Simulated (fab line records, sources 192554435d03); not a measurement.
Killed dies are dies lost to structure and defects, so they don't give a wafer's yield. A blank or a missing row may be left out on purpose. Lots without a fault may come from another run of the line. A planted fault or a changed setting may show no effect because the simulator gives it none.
A struck lot beside a sound one | flow n5_finfet | 42 steps out of a route of 1938
Sound: wafers L264.3, L264.4, L264.6. Struck: wafers L252.1, L252.5, L252.6. The cause comes at the end.
At each step with rows: each side's tool, then ch and its chambers, then its first start. Under that, the readings that differ: sound wafers | struck wafers | difference of the means | sigmas: that difference in standard deviations of wafers without a fault.
alike: readings whose means differ by less than 2 such deviations, and words and numbers that are the same on both sides. not compared: withheld readings, readings that some wafer has no value for, bounds like >300 that may hide the same value, and numbers for which the record gives no deviation and whose values overlap.
The two part at a step that has a row with sigmas, a row that says differs or no value, or rows on one side only. Numbers that don't overlap but have no deviation are shown without sigmas and don't part them. A reading that every wafer of one side lacks parts them only if that side has two wafers or more.

first, 12 steps without rows for these wafers: N5_SD_EPI_N_STRIP_36 (strips in N2/H2); N5_SD_EPI_N_ETCHBACK_44 (etches SiNx in CH3F/O2, stops on SiO2, target depth 14.5 nm); N5_SD_EPI_N_ETCH_45 (etches SiOCN in CH3F/O2, target depth 6 nm); N5_SD_EPI_N_ETCH_16 (etches SiO2 in CHF3/O2, target depth 5 nm); N5_SD_EPI_N_STRIP_47 (strips in CHF3/O2); N5_SD_EPI_N_SD_RECESS_17 (chemistry HBr/Cl2/O2, target depth 41 nm, time 23.7 s, bt time 3 s); N5_SD_EPI_N_STRIP_38 (strips in N2/H2); N5_SD_EPI_N_WET_ETCH_43 (etches SiO2 in dHF, time 14 s, target depth 1.5 nm); N5_SD_EPI_N_STRIP_18 (strips in SPM, time 750 s); N5_SD_EPI_N_SRD_20 (time 30 s); N5_SD_EPI_N_PRECLEAN_48 (cleans in NF3:NH3, afs cycles 2, time 20 s, sublimation time 60 s); N5_SD_EPI_N_VAPOR_ETCH_50 (etches Si in HCl, time 54 s).
N5_SD_EPI_N_EPI_21: deposits Si:P, time 690 s.
  sound on epi_rpcvd-03 ch 0, day 8 20:19; struck on epi_rpcvd-01 ch 0, day 5 19:52
  reading                                   | sound                | struck               | difference | sigmas
  susceptor_temp_C (C)                      | 679.47 680.13 679.68 | 674.91 674.84 675.09 | -4.81      | -18
  susceptor_temp_C_max                      | 681.0 682.3 681.6    | 676.4 675.6 676.5    | -5.5       | -12
  model.Si-P_of_SD_EPI_N_EPI_21.thk_nm (nm) | 58.6 58.4 58.8       | 55.2 55.2 54.6       | -3.6       |
N5_SD_EPI_N_EPI_MEAS_23:
  sound on film_metro-01, day 8 21:52; struck on film_metro-02, day 5 22:09
  reading     | sound          | struck         | difference | sigmas
  thk_nm (nm) | 58.9 56.6 58.4 | 55.2 55.0 53.4 | -3.4       | -3
then, 24 steps without rows for these wafers: N5_SD_EPI_N_PRECLEAN_24 (cleans in O3/DIW, time 60 s); N5_SD_EPI_N_SRD_25 (time 30 s); N5_SD_EPI_N_PRECLEAN_49 (cleans in NF3:NH3, afs cycles 1, time 20 s, sublimation time 60 s); N5_SD_EPI_N_LINER_46 (material SiNx, target thk 3 nm); N5_SD_EPI_P_COAT_34 (time 60 s, resist thk 350 nm); N5_SD_EPI_P_COAT_35 (time 60 s, resist thk 35 nm); N5_SD_EPI_P_COAT_03 (resist thk 150 nm); N5_SD_EPI_P_EBR_05; N5_SD_EPI_P_SOFTBAKE_04 (time 60 s); N5_SD_EPI_P_EXPOSE_06 (exposes mask SD P BLK, target cd 240 nm); N5_SD_EPI_P_PEB_07 (peb time 60 s); N5_SD_EPI_P_DEVELOP_08 (develop time 30 s); N5_SD_EPI_P_DESCUM_14 (chemistry O2, time 7.9 s); N5_SD_EPI_P_ETCH_36 (etches SiARC in CF4, target depth 45.5 nm, time 75.8 s); N5_SD_EPI_P_ETCH_37 (etches SOC in N2/H2, overetch 108 nm, time 486 s); N5_SD_EPI_P_STRIP_38 (strips in N2/H2); N5_SD_EPI_P_ETCHBACK_46 (etches SiNx in CH3F/O2, stops on SiO2, target depth 17.5 nm); N5_SD_EPI_P_ETCH_47 (etches SiOCN in CH3F/O2, target depth 25 nm); N5_SD_EPI_P_ETCH_16 (etches SiO2 in CHF3/O2, target depth 5 nm); N5_SD_EPI_P_STRIP_50 (strips in CHF3/O2); N5_SD_EPI_P_SD_RECESS_17 (chemistry HBr/Cl2/O2, target depth 39.1 nm, bt time 3 s); N5_SD_EPI_P_WET_ETCH_45 (etches SiO2 in dHF, time 10.7 s, target depth 2 nm, rinse time 30 s); N5_SD_EPI_P_STRIP_40 (strips in N2/H2); N5_SD_EPI_P_PRECLEAN_52 (cleans in O3/DIW, time 60 s).
N5_SD_EPI_P_PRECLEAN_24: cleans in O3/DIW, time 45 s.
  sound on wet_bench-01 ch 2,5,7, day 9 10:40; struck on wet_bench-02 ch 1,5,7, day 6 03:41
  reading                                   | sound        | struck         | difference | sigmas
  model.Si-P_of_SD_EPI_N_EPI_21.thk_nm (nm) | 57.6 57.6 58 | 54.4 54.4 53.8 | -3.5       |
N5_SD_ACTIVATION_RS_MEAS_03: measures by four-point-probe.
  sound on film_metro-02, day 9 11:13; struck on film_metro-02, day 6 04:22
  reading          | sound          | struck         | difference | sigmas
  RS_SD_N (ohm/sq) | 21.9 22.3 22.0 | 23.1 23.2 23.3 | +1.1       | +4
  alike: RS_SD_P
-- the record jumps here: 5 days lie between the struck wafers' starts before and after (it left off in module SD_ACTIVATION and takes up again in module BEOL_M4, whose first step shown is number 1111 of the route) --
N5_BEOL_M4_RC_MEAS_101:
  sound on prober-02 ch 0, day 15 15:43; struck on prober-01 ch 0, day 11 14:42
  reading          | sound          | struck         | difference | sigmas
  RS_SD_N (ohm/sq) | 28.6 29.0 28.5 | 30.0 29.8 30.2 | +1.3       | +3
  VT_P (mV)        | -251 -255 -250 | -244 -245 -245 | +7         | +2
  alike: DIBL_N, DIBL_P, IOFF_N, IOFF_P, ION_N, ION_P, SS_N, SS_P, VT_N
-- the record jumps here: 4 days lie between the struck wafers' starts before and after (it left off in module BEOL_M4 and takes up again in module PASSIVATION, whose first step shown is number 1936 of the route) --
N5_PASSIVATION_PROBE_49:
  sound on prober-02, day 19 22:11; struck on prober-01, day 15 17:24
  reading                  | sound          | struck         | difference | sigmas
  defect_limited_yield (%) | 89.9 89.2 88.5 | 94.5 93.6 92.5 | +4.3       | +3
  killed_at_front_end      | 65 72 56       | 22 18 25       | -43        | -4
  killed_dies              | 119 127 136    | 65 75 89       | -51        | -3
  killed_open              | 89 94 84       | 48 53 67       | -33        | -2
  killed_short             | 30 33 51       | 17 22 22       | -18        | -2
  sort_bin_5_function (%)  | 6.3 6.0 6.9    | 3.1 4.2 4.2    | -2.6       | -3
  sort_bin_6_memory (%)    | 3.5 4.4 4.5    | 2.2 2.0 3.2    | -1.7       | -2
  sort_n_pass              | 1061 1053 1044 | 1115 1105 1091 | +51        | +3
  sort_yield_pct (%)       | 89.9 89.2 88.5 | 94.5 93.6 92.5 | +4.3       | +3
  alike: killed_at_M0_to_M3, killed_at_M4_up, killed_at_contacts, killed_at_other, killed_on_rim

WHERE THEY PART
First at N5_SD_EPI_N_EPI_21; last, within this record, at N5_PASSIVATION_PROBE_49.

WHY: what the simulator had put in
Process parameter drift: epi_rpcvd-01, from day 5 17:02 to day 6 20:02, at N5_SD_EPI_N_EPI_21. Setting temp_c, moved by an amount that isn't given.
